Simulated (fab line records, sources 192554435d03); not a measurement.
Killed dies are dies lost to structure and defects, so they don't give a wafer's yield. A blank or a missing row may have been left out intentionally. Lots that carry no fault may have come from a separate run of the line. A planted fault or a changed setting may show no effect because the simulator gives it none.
fab line records | flow n5-finfet
record lots=5 wafers=15 last-day=17
route steps=1938 shown BEOL_M2@910 BEOL_M3@931 BEOL_M4@1111 PASSIVATION@1936
lots with no fault: from the same line, run without faults
start-h: hours from the record's opening day to when the first of the lot's shown wafers began | wait-h: hours since the lot's step before | " repeats the value in the row above | L1.1+2: a row that stands for several wafers | - no value, or no start was given | * or withheld: withheld | < > ~ a bound
route shown NAME@n: NAME is a module with steps in the file, n the number in the route of the first one | usual: average and standard deviation across the fault-free wafers | same: alike in all rows | chamber/n: place in a boat | sites: readings site by site | _std_site: standard deviation across them | _edge_site: mean of outer sites minus mean of inner sites | radius-mm: for every site, how far away it sits from the centre of the wafer | mask NAME#n: copy n | behind: the most recent tool/chamber to have shaped the wafer | hold: why the lot went on hold/how many hours it stayed there/how the hold came to an end | device: which transistor (n, p or np) failed to switch | end of line: at the end of the route, the tests of the same wafers | for a step that has no rows: nothing shown but its recipe | killed: count of dies lost to structure and defects at first sort (not the wafer's yield) | map: a wafer's dies, marking killed ones x, the rest . and places with no die _
set.NAME: the run value of the setting; set.NAME@STEP: its run value at that earlier step | model.NAME: the simulator's own value behind a step, which no gauge read
lots at selected steps of the route; one table per step, one row per wafer
services: a tool's chamber out of use, with start hour (start-h, from the record's first day; less than 0 if before it), hours out, and reason
## steps
# step N5_BEOL_M2_SPUTTER_86
# recipe material=Cu target-thk-a=45 temp-c=-20 chamber-pressure-pa=0.07 power-w=withheld time-s=8.29
# step N5_BEOL_M2_ANNEAL_87
# recipe temp-c=400 time-s=240 ambient=vacuum
# step N5_BEOL_M2_SPUTTER_88
# recipe material=Cu target-thk-a=45 temp-c=-20 chamber-pressure-pa=0.07 power-w=withheld time-s=8.29
# step N5_BEOL_M2_ANNEAL_89
# recipe temp-c=400 time-s=240 ambient=vacuum
# step N5_BEOL_M2_SPUTTER_90
# recipe material=Cu target-thk-a=45 temp-c=-20 chamber-pressure-pa=0.07 power-w=withheld time-s=8.29
# step N5_BEOL_M2_ANNEAL_91
# recipe temp-c=400 time-s=240 ambient=vacuum
# step N5_BEOL_M2_SPUTTER_92
# recipe material=Cu target-thk-a=45 temp-c=-20 chamber-pressure-pa=0.07 power-w=withheld time-s=8.29
# step N5_BEOL_M2_ANNEAL_93
# recipe temp-c=400 time-s=240 ambient=vacuum
# step N5_BEOL_M2_SPUTTER_94
# recipe material=Cu target-thk-a=45 temp-c=-20 chamber-pressure-pa=0.07 power-w=withheld time-s=8.29
# step N5_BEOL_M2_ANNEAL_95
# recipe temp-c=400 time-s=240 ambient=vacuum
# step N5_BEOL_M2_SPUTTER_96
# recipe material=Cu target-thk-a=45 temp-c=-20 chamber-pressure-pa=0.07 power-w=withheld time-s=8.29
# step N5_BEOL_M2_ECD_50
# recipe material=Cu target-thk-a=3000
# step N5_BEOL_M2_ANNEAL_51
# recipe temp-c=225 time-s=90 ambient=N2
# usual anneal-temp-c=225.01/0.16 anneal-temp-c-max=226.1/0.42 wafer_temp_C_max=226.0/0.33
# columns lot.wafer tool chamber start-h wait-h anneal-temp-c anneal-temp-c-max wafer_temp_C_max
L985.1 rtp-anneal-02 - 199.90 0.1 - - -
L985.3 " - " " - - -
L985.4 " - " " - - -
L987.2 rtp-anneal-01 - 202.71 0.1 - - -
L987.3 " - " " - - -
L987.4 " - " " - - -
L988.4 rtp-anneal-02 - 205.41 0.2 - - -
L988.5 " - " " - - -
L988.6 " - " " - - -
L989.2 rtp-anneal-01 0 211.04 0.1 225.13 225.7 226.3
L989.4 " 0 " " 225.10 225.9 226.4
L989.6 " 0 " " 225.02 225.7 226.1
L999.4 rtp-anneal-01 0 284.69 0.2 225.15 225.9 226.6
L999.5 " 0 " " 224.89 225.5 226.5
L999.6 " 0 " " 225.01 225.9 226.0
# step N5_BEOL_M2_CMP_52
# recipe stop-on=SiOC t-overpolish-s=6.8 down-force-psi=1 platen-rpm=50 clearing-platen-down-force-psi=1.5 clearing-platen-rpm=50 post-cmp-clean=cu-alkaline target-thk-nm=40 clearing-platen-pad-velocity-m-s=0.99484 pad-velocity-m-s=0.99484
# usual barrier-field-endpoint-s=24.5/0.53 motor-current-A=6.1/0.49 overpolish-run-s=6.799/0.008 time-to-endpoint-s=62.1/2.5
# columns lot.wafer tool chamber start-h wait-h barrier-field-endpoint-s motor-current-A overpolish-run-s time-to-endpoint-s
L985.3 cmp-02 3 200.20 0.2 29.2 5.2 6.802 81.7
L985.1 " 1 " " 28.7 7.2 6.800 81.5
L985.4 " 2 " " 29.1 5.5 6.810 80.3
L987.4 cmp-02 0 203.00 0.2 29.6 5.9 6.817 79.7
L987.2 " 1 " " 28.9 7.2 6.792 81.1
L987.3 " 2 " " 29.1 5.2 6.806 81.1
L988.4 cmp-04 1 205.57 0.1 29.3 6.1 6.802 81.3
L988.5 " 1 " " 29.2 5.9 6.796 81.4
L988.6 " 2 " " 29.5 5.8 6.799 82.1
L989.4 cmp-04 1 211.35 0.2 24.7 6.2 6.795 60.9
L989.2 " 2 " " 24.8 5.6 6.806 65.8
L989.6 " 1 " " 24.6 6.0 6.786 61.9
L999.4 cmp-04 2 284.93 0.2 24.1 5.8 6.798 59.1
L999.5 " 0 " " 25.0 5.7 6.817 60.4
L999.6 " 1 " " 24.3 6.1 6.803 62.3
# step N5_BEOL_M2_PRE_CLEAN_60
# recipe gas=NH3/H2 time-s=15 temp-c=* rf-power-w=300
# step N5_BEOL_M2_CO_CAP_55
# recipe material=Co target-thk-a=20 temp-c=200 precursor=CCTBA/H2 pressure-torr=30 time-s=102.1
# step N5_BEOL_M2_PRE_CLEAN_56
# recipe gas=NH3 time-s=15 temp-c=withheld rf-power-w=300
# step N5_BEOL_M2_DEP_57
# recipe material=SiCN target-thk-a=80 temp-c=withheld precursor=3MS/NH3 pressure-torr=3 rf-w=202 time-s=14
# step N5_BEOL_M3_ILD_DEP_00
# recipe material=SiOC target-thk-a=790 temp-c=350 precursor=DEMS/O2 pressure-torr=5 rf-w=500 time-s=15.3
# step N5_BEOL_M3_PECVD_72
# recipe material=SiO2 target-thk-a=160 temp-c=400 precursor=TEOS/O2 pressure-torr=5.5 rf-w=450 teos-flow-sccm=53.8 gas=O2 flow-sccm=3000 time-s=18
# step N5_BEOL_M3_HM_DEP_02
# recipe material=TiN target-thk-a=200 temp-c=25 chamber-pressure-pa=0.49996
# step N5_BEOL_M3_COAT_61
# recipe resist=SOC temp-c=250 time-s=60 spin-rpm=1500 resist-thk-nm=60
# step N5_BEOL_M3_COAT_62
# recipe resist=SiARC temp-c=220 time-s=60 spin-rpm=1500 resist-thk-nm=12
# step N5_BEOL_M3_COAT_73
# recipe resist=underlayer temp-c=205 time-s=60 spin-rpm=1500 resist-thk-nm=5
# step N5_BEOL_M3_COAT_05
# recipe resist=CAR-EUV spin-rpm=1500 resist-thk-nm=30
# step N5_BEOL_M3_EBR_07
# recipe solvent=PGMEA ebr-width-mm=1.5
# step N5_BEOL_M3_SOFTBAKE_06
# recipe temp-c=110 time-s=60 resist=CAR-EUV
# step N5_BEOL_M3_EXPOSE_08
# recipe mask-id=M3 na=0.33 source-shape=dipole sigma-inner=0.369 sigma-outer=0.767 polarization=unpolarized dose-mj=33
# step N5_BEOL_M3_PEB_09
# recipe peb-temp-c=100 peb-time-s=60 resist=CAR-EUV
# step N5_BEOL_M3_DEVELOP_10
# recipe develop-time-s=30 developer=TMAH resist=CAR-EUV rinse-liquid=surfactant-rinse dry=air-spin dev-temp-c=23
# step N5_BEOL_M3_DESCUM_16
# recipe chemistry=O2 time-s=7 source-power-w=50 bias-power-w=20 pressure-mtorr=20 rf-frequency-hz=2.712e+07 temp-c=40 resist=CAR-EUV o2-flow-sccm=225
# step N5_BEOL_M3_ETCH_74
# recipe chemistry=N2/H2 target=underlayer target-depth-a=65 mask-material=CAR-EUV time-s=5.2 ion-energy-ev=200 pressure-mtorr=30 source-w=840 bias-w=150 n2-flow-sccm=200 h2-flow-sccm=200 ends=cleared
# step N5_BEOL_M3_ETCH_63
# recipe chemistry=CF4 target=SiARC target-depth-a=156 mask-material=CAR-EUV time-s=26 ion-energy-ev=80 pressure-mtorr=40 source-w=545 bias-w=36 Ar_flow_sccm=100 cf4-flow-sccm=100 ends=cleared
# step N5_BEOL_M3_ETCH_64
# recipe chemistry=N2/H2 target=SOC target-depth-a=750 overetch-a=150 mask-material=SiARC temp-c=40 time-s=112.5 ion-energy-ev=200 pressure-mtorr=30 source-w=840 bias-w=150 n2-flow-sccm=200 h2-flow-sccm=200
# step N5_BEOL_M3_STRIP_65
# recipe chemistry=N2/H2 temp-c=40 n2-flow-sccm=200 h2-flow-sccm=200 rf-frequency-hz=6e+07
# step N5_BEOL_M4_RC_MEAS_101
# usual COMB_M2=5.8e-11/1.1e-11 COMB_M2_max_site=8.5e-11/2e-11 DIBL_N=36.4/1.3 DIBL_P=36.5/1.7 IOFF_N=0.154/0.022 IOFF_P=0.202/0.025 ION_N=671/9.8 ION_P=460/6.8 SS_N=71.6/0.54 SS_P=73.4/0.58 VT_N=250.9/2.8 VT_P=-251.4/2.7
# columns lot.wafer tool chamber start-h wait-h COMB_M2[S/m] COMB_M2_max_site[S/m] DIBL_N[mV/V] DIBL_P[mV/V] IOFF_N[nA/um] IOFF_P[nA/um] ION_N[uA/um] ION_P[uA/um] SS_N[mV/dec] SS_P[mV/dec] VT_N[mV] VT_P[mV]
L985.1 prober-01 0 224.24 0.0 1.18e-10 ~0.0014286 37.1 38.2 0.170 0.210 677 459 72.1 73.5 248.3 -252.3
L985.3 " 0 " " ~0.0014286 ~0.0014286 37.0 38.3 0.168 0.211 666 455 72.5 73.1 251.1 -252.3
L985.4 " 0 " " 8.1e-11 ~0.0014286 35.2 36.1 0.137 0.183 666 459 71.1 72.8 250.0 -251.6
L987.2 prober-02 0 228.47 0.2 ~0.0014286 ~0.0014286 35.5 35.4 0.131 0.175 662 455 70.8 72.9 251.4 -254.1
L987.3 " 0 " " 6.7e-11 ~0.0014286 36.2 36.6 0.145 0.188 664 455 72.4 72.8 251.6 -253.5
L987.4 " 0 " " ~0.0014286 ~0.0014286 37.1 37.8 0.162 0.208 674 457 71.9 73.6 248.3 -252.8
L989.2 prober-02 0 230.87 0.2 5.9e-11 8.6e-11 34.9 35.0 0.146 0.184 671 459 71.5 73.1 250.8 -252.2
L989.4 " 0 " " 5.3e-11 6.7e-11 35.0 35.3 0.145 0.196 675 461 71.7 72.9 252.1 -251.9
L989.6 " 0 " " 5.9e-11 8.4e-11 33.7 33.4 0.126 0.169 684 464 71.1 72.0 252.2 -252.1
L999.4 prober-01 0 306.06 0.5 7.3e-11 1.36e-10 36.5 37.8 0.169 0.209 689 468 71.7 74.0 248.4 -249.1
L999.5 " 0 " " 6.4e-11 9.6e-11 34.7 35.4 0.129 0.166 667 451 71.6 73.0 252.9 -251.2
L999.6 " 0 " " 5.6e-11 9.7e-11 36.7 38.3 0.172 0.206 689 462 72.6 72.5 248.4 -251.7
# sites COMB_M2 radius-mm=0,75,75,75,75,140,140,140,140
L989.2 5.9e-11 6.1e-11 4.2e-11 6e-11 4e-11 3.2e-11 7.7e-11 8.6e-11 3.6e-11
L999.4 8.4e-11 4.6e-11 8e-11 3.6e-11 7e-11 1.36e-10 6.2e-11 7.7e-11 7.3e-11
# step N5_PASSIVATION_PROBE_49
# usual defect-limited-yield=91.1/1.3 killed_at_M0_to_M3=34/10 killed_at_M4_up=14/5.7 killed-at-contacts=12/5.9 killed-at-front-end=41/12 killed-at-other=4/3.1 killed-dies=105/15 killed-on-rim=14/4.2 killed-open=69/11 killed-short=35/7.8 sort_bin_5_function=5.3/0.81 sort_bin_6_memory=3.3/0.75 sort-n-pass=1075/15 sort-yield-pct=91.1/1.3
# same gross-dies=1180 killed-at-back-side=0 sort_bin_4_leakage[%]=0 sort_bin_8_speed[%]=0
# columns lot.wafer tool chamber start-h wait-h defect-limited-yield[%] killed_at_M0_to_M3 killed_at_M4_up killed-at-contacts killed-at-front-end killed-at-other killed-dies killed-on-rim killed-open killed-short sort_bin_5_function[%] sort_bin_6_memory[%] sort-n-pass sort-yield-pct[%]
L985.1 prober-01 - 324.50 0.0 57.3 437 16 9 40 2 504 152 61 35 5.1 3.3 676 57.3
L985.3 prober-01 - 324.60 0.1 50.6 514 17 18 28 6 583 19 69 18 4.9 2.8 597 50.6
L985.4 prober-01 - 324.65 0.2 46.7 581 11 0 34 3 629 11 44 24 3.9 2.0 551 46.7
L989.2 prober-02 - 330.24 0.1 88.1 50 13 7 64 6 140 14 83 54 6.3 5.3 1040 88.1
L989.4 prober-02 - 330.34 0.2 90.3 44 22 3 44 2 115 14 74 39 6.6 2.8 1065 90.3
L989.6 prober-02 - 330.44 0.3 88.9 44 19 5 62 1 131 23 79 50 6.6 4.2 1049 88.9
L987.2 prober-02 - 336.82 0.1 56.1 460 14 15 22 7 518 152 54 29 4.6 2.1 662 56.1
L987.3 prober-02 - 336.87 0.1 63.6 383 6 12 23 5 429 15 77 26 5.4 2.9 751 63.6
L987.4 prober-02 - 336.92 0.2 61.9 382 17 17 32 2 450 8 57 43 5.2 2.7 730 61.9
L988.4 prober-02 - 343.81 0.2 39.1 622 23 9 59 6 719 14 82 33 5.7 4.1 461 39.1
L988.5 prober-02 - 343.86 0.2 38.7 656 16 8 40 3 723 13 63 34 4.5 3.6 457 38.7
L988.6 prober-02 - 343.91 0.3 40.1 634 15 8 44 6 707 17 81 31 5.2 4.0 473 40.1
L999.4 prober-01 - 403.55 0.2 91.4 44 7 14 30 6 101 12 60 38 5.3 2.9 1079 91.4
L999.5 prober-01 - 403.60 0.2 91.5 35 17 16 24 8 100 23 60 31 4.2 3.6 1080 91.5
L999.6 prober-01 - 403.65 0.3 89.0 44 23 11 47 5 130 24 91 37 6.9 3.6 1050 89.0
# killed by level:class
L985.1 BEOL_M2:area-cmp=403 BEOL_M0_SAQP:geometric-particle:open=15 STI_FIN_REVEAL:geometric-particle:open=10 BEOL_M0_SAQP:geometric-particle:short=10 MOL_CONTACT_COAG:geometric-particle:open=7 FIN_SAQP:geometric-particle:open=6 FIN_SAQP:geometric-particle:short=6 BEOL_M4:geometric-particle:open=5
L985.3 BEOL_M2:area-cmp=487 MOL_CONTACT_COAG:geometric-particle:open=15 STI_FIN_REVEAL:geometric-particle:open=7 BEOL_M3:geometric-particle:open=6 STARTING-WAFER:geometric-particle:open=5 BEOL_M0_SAQP:geometric-particle:short=4 BEOL_M2:geometric-particle:open=4 MOL_CONTACT_COAG:geometric-particle:short=3
L985.4 BEOL_M2:area-cmp=554 BEOL_M0_SAQP:geometric-particle:open=9 STI_FIN_REVEAL:geometric-particle:open=7 BEOL_M0_SAQP:geometric-particle:short=7 FIN_SAQP:geometric-particle:open=5 FIN_SAQP:geometric-particle:short=5 DUMMY_GATE:geometric-particle:open=5 BEOL_M2:geometric-particle:open=3
L989.2 FIN_SAQP:geometric-particle:short=16 FIN_SAQP:geometric-particle:open=12 BEOL_M0_SAQP:geometric-particle:open=12 BEOL_M1:geometric-particle:open=11 STI_FIN_REVEAL:geometric-particle:open=9 BEOL_M0_SAQP:geometric-particle:short=8 DUMMY_GATE:geometric-particle:open=6 MOL_CONTACT_COAG:geometric-particle:open=6
L989.4 BEOL_M0_SAQP:geometric-particle:open=16 FIN_SAQP:geometric-particle:short=11 STI_FIN_REVEAL:geometric-particle:open=11 BEOL_M1:geometric-particle:open=9 BEOL_M4:geometric-particle:open=8 BEOL_M0_SAQP:geometric-particle:short=8 FIN_SAQP:geometric-particle:open=5 DUMMY_GATE:geometric-particle:open=5
L989.6 FIN_SAQP:geometric-particle:short=19 BEOL_M0_SAQP:geometric-particle:open=11 STI_FIN_REVEAL:geometric-particle:open=11 BEOL_M0_SAQP:geometric-particle:short=9 DUMMY_GATE:geometric-particle:open=8 BEOL_M3:geometric-particle:open=8 BEOL_M4:geometric-particle:open=7 BEOL_M1:geometric-particle:open=6
L987.2 BEOL_M2:area-cmp=434 BEOL_M2:geometric-particle:open=11 MOL_CONTACT_COAG:geometric-particle:open=9 MOL_CONTACT_COAG:geometric-particle:short=6 BEOL_M0_SAQP:geometric-particle:open=5 BEOL_M2:geometric-particle:short=5 STI_FIN_REVEAL:geometric-particle:open=4 BEOL_M4:geometric-particle:open=3
L987.3 BEOL_M2:area-cmp=326 BEOL_M2:geometric-particle:open=14 MOL_CONTACT_COAG:geometric-particle:open=12 BEOL_M3:geometric-particle:open=12 BEOL_M0_SAQP:geometric-particle:short=8 BEOL_M0_SAQP:geometric-particle:open=8 STI_FIN_REVEAL:geometric-particle:open=5 GATE_CUT:geometric-particle:open=5
L987.4 BEOL_M2:area-cmp=350 BEOL_M2:geometric-particle:open=16 MOL_CONTACT_COAG:geometric-particle:open=9 BEOL_M4:geometric-particle:open=9 MOL_CONTACT_COAG:geometric-particle:short=8 GATE_CUT:geometric-particle:short=7 DUMMY_GATE:geometric-particle:short=5 FIN_SAQP:geometric-particle:short=4
L988.4 BEOL_M2:area-cmp=602 STI_FIN_REVEAL:geometric-particle:open=14 MOL_CONTACT_COAG:geometric-particle:open=8 FIN_SAQP:geometric-particle:open=7 BEOL_M5:geometric-particle:open=6 DUMMY_GATE:geometric-particle:open=5 GATE_CUT:geometric-particle:short=5 BEOL_M0_SAQP:geometric-particle:short=5
L988.5 BEOL_M2:area-cmp=625 STI_FIN_REVEAL:geometric-particle:open=17 BEOL_M0_SAQP:geometric-particle:short=10 BEOL_M4:geometric-particle:open=8 MOL_CONTACT_COAG:geometric-particle:open=8 FIN_SAQP:geometric-particle:open=5 BEOL_M0_SAQP:geometric-particle:open=5 FIN_SAQP:geometric-particle:short=4
L988.6 BEOL_M2:area-cmp=595 BEOL_M3:geometric-particle:open=12 FIN_SAQP:geometric-particle:short=10 FIN_SAQP:geometric-particle:open=9 MOL_CONTACT_COAG:geometric-particle:open=7 BEOL_M4:geometric-particle:open=6 BEOL_M1:geometric-particle:open=6 BEOL_M0_SAQP:geometric-particle:open=5
L999.4 BEOL_M1:geometric-particle:open=11 FIN_SAQP:geometric-particle:open=9 FIN_SAQP:geometric-particle:short=9 MOL_CONTACT_COAG:geometric-particle:open=9 BEOL_M0_SAQP:geometric-particle:short=9 BEOL_M0_SAQP:geometric-particle:open=8 BEOL_M3:geometric-particle:open=8 MOL_CONTACT_COAG:geometric-particle:short=5
L999.5 MOL_CONTACT_COAG:geometric-particle:open=14 BEOL_M3:geometric-particle:open=9 STI_FIN_REVEAL:geometric-particle:open=8 BEOL_M0_SAQP:geometric-particle:open=7 BEOL_M0_SAQP:geometric-particle:short=6 FIN_SAQP:geometric-particle:short=4 BEOL_M1:geometric-particle:open=4 BEOL_M2:geometric-particle:open=4
L999.6 STI_FIN_REVEAL:geometric-particle:open=11 BEOL_M1:geometric-particle:open=11 FIN_SAQP:geometric-particle:open=10 BEOL_M0_SAQP:geometric-particle:open=10 MOL_CONTACT_COAG:geometric-particle:open=9 BEOL_M0_SAQP:geometric-particle:short=9 BEOL_M3:geometric-particle:open=8 BEOL_M4:geometric-particle:open=7
# map L985.4 (x killed, . not)
_________________.....x......________________
______________.................._____________
___________..........x.............__________
__________..x...........x..........x_________
________.................x..........x._______
_______...........xxxxxxxxxx...........______
______.......x.xxxxxxxxxxxxxxxx........._____
_____........xxxxxxxxxxxxxxxxxxxx........____
____....x...xxxxxxxxxxxxxxxxxxxxxx........___
___.......xxxxxxxxxxxxxxxxxxxxxxxxx.......x__
___x......xxxxxxxxxxxxxxxxxxxxxxxxxxx......__
__.......xxxxxxxxxxxxxxxxxxxxxxxxxxxx..x...._
__..x....xxxxxxxxxxxxxxxxxxxxxxxxxxxx..x.xx._
_.......xxxxxxxxxxxxxxxxxxxxxxxxxxxxxx......x
_.......xxxxxxxxxxxxxxxxxxxxxxxxxxxxxxx..x...
_.......xxxxxxxxxxxxxxxxxxxxxxxxxxxxxx.......
_.......xxxxxxxxxxxxxxxxxxxxxxxxxxxxxx.......
_...x...xxxxxxxxxxxxxxxxxxxxxxxxxxxxxx.......
_....x..xxxxxxxxxxxxxxxxxxxxxxxxxxxxxxx......
_.......xxxxxxxxxxxxxxxxxxxxxxxxxxxxxx.x.....
_.......xxxxxxxxxxxxxxxxxxxxxxxxxxxxxx.......
__....x.xxxxxxxxxxxxxxxxxxxxxxxxxxxxx......._
__.......xxxxxxxxxxxxxxxxxxxxxxxxxxxx..x...._
___..x.x..xxxxxxxxxxxxxxxxxxxxxxxxxx.......__
___........xxxxxxxxxxxxxxxxxxxxxxxx..x.....__
____........xxxxxxxxxxxxxxxxxxxxxx......x.___
_____........xxxxxxxxxxxxxxxxxxxx....x...____
______.........xxxxxxxxxxxxxxxx........._____
_______...........xxxxxxxxxx.....x...x.______
________..................x.....x..x.._______
__________................x........._________
___________.x.x....................__________
______________.................._____________
_________________............________________
# map L987.2 (x killed, . not)
_________________xxxxxxxxxxxx________________
______________xxxxxxxxxxxxxxxxxx_____________
___________xxxxxxxxxxxxxxxxxxxxxxxx__________
__________xxxxxxxxxxxxxxxxxxxxxxxxxx_________
________xxxxxxxxx.....x......xxxxxxxxx_______
_______xxxxxxxx..............x.xxxxxxxx______
______xxxxxxx....................xxxxxxx_____
_____xxxxxx..............x..x......xxxxxx____
____xxxxxx..........................xxxxxx___
___xxxxxx.....x..x......x..........x.xxxxxx__
___xxxxx...........................x.xxxxxx__
__xxxxxx..............................xxxxxx_
__xxxxx...x..................x.....x...xxxxx_
_xxxxxx................................xxxxxx
_xxxxx..x....................x..........xxxxx
_xxxxx..................................xxxxx
_xxxxxx...x..........x..................xxxxx
_xxxxx............x........xx...........xxxxx
_xxxxx........................x.x.......xxxxx
_xxxxx...........x........x..x...x....x.xxxxx
_xxxxxx.............................x..xxxxxx
__xxxxx...............................xxxxxx_
__xxxxxx.x......................x.....xxxxxx_
___xxxxx................xx............xxxxx__
___xxxxxx............x............x..xxxxxx__
____xxxxxx......................x...xxxxxx___
_____xxxxxx..x...................x.xxxxxx____
______xxxxxxx..........x.........xxxxxxx_____
_______xxxxxxxx...............xxxxxxxxx______
________xxxxxxxxx..x.........xxxxxxxxx_______
__________xxxxxxxxxxxxxxxxxxxxxxxxxx_________
___________xxxxxxxxxxxxxxxxxxxxxxxx__________
______________xxxxxxxxxxxxxxxxxx_____________
_________________xxxxxxxxxxxx________________
## services
# columns tool chamber start-h hours kind
cmp-02 - 201.67 0.3 repair
cmp-04 - 225.68 4.9 pm
cmp-02 - 248.33 0.2 repair
cmp-04 - 259.95 2.7 repair
cmp-04 - 269.19 4.0 pm
cmp-04 - 273.19 - consumable-replace:conditioner
cmp-04 - 273.19 - consumable-replace:pad
## key
first-sign step=N5_BEOL_M2_ANNEAL_51 reading=tool-record direction=missing
effect step=N5_BEOL_M2_CMP_52 reading=barrier-field-endpoint-s direction=up sigmas=8.9 usual=24.5 struck=29.2
effect step=N5_BEOL_M4_RC_MEAS_101 reading=COMB_M2 direction=up sigmas=99+ usual=5.8e-11 struck=~0.00071429 wafers-moved=4
effect step=N5_BEOL_M4_RC_MEAS_101 reading=COMB_M2_max_site direction=up sigmas=99+ usual=8.5e-11 struck=~0.0014286
effect step=N5_PASSIVATION_PROBE_49 reading=killed_at_M0_to_M3 direction=up sigmas=49 usual=34 struck=519
more-kills-born-at N5_BEOL_M2_CMP_52@cmp-02=2554 N5_BEOL_M2_CMP_52@cmp-04=1822
met-at N5_BEOL_M2_ANNEAL_51
struck-wafers L985.1,L985.3,L985.4,L987.2,L987.3,L987.4,L988.4,L988.5,L988.6
later-rows-left-out L988.4,L988.5,L988.6
fault kind=skipped-step-whole tool=rtp-anneal-01,rtp-anneal-02 chamber=- onset-h=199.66 steps=N5_BEOL_M2_ANNEAL_51 scope=struck-lots-only
# later-rows-left-out: the simulator's readings of these wafers behind a module that went badly wrong aren't trusted and aren't shown, but for the sort
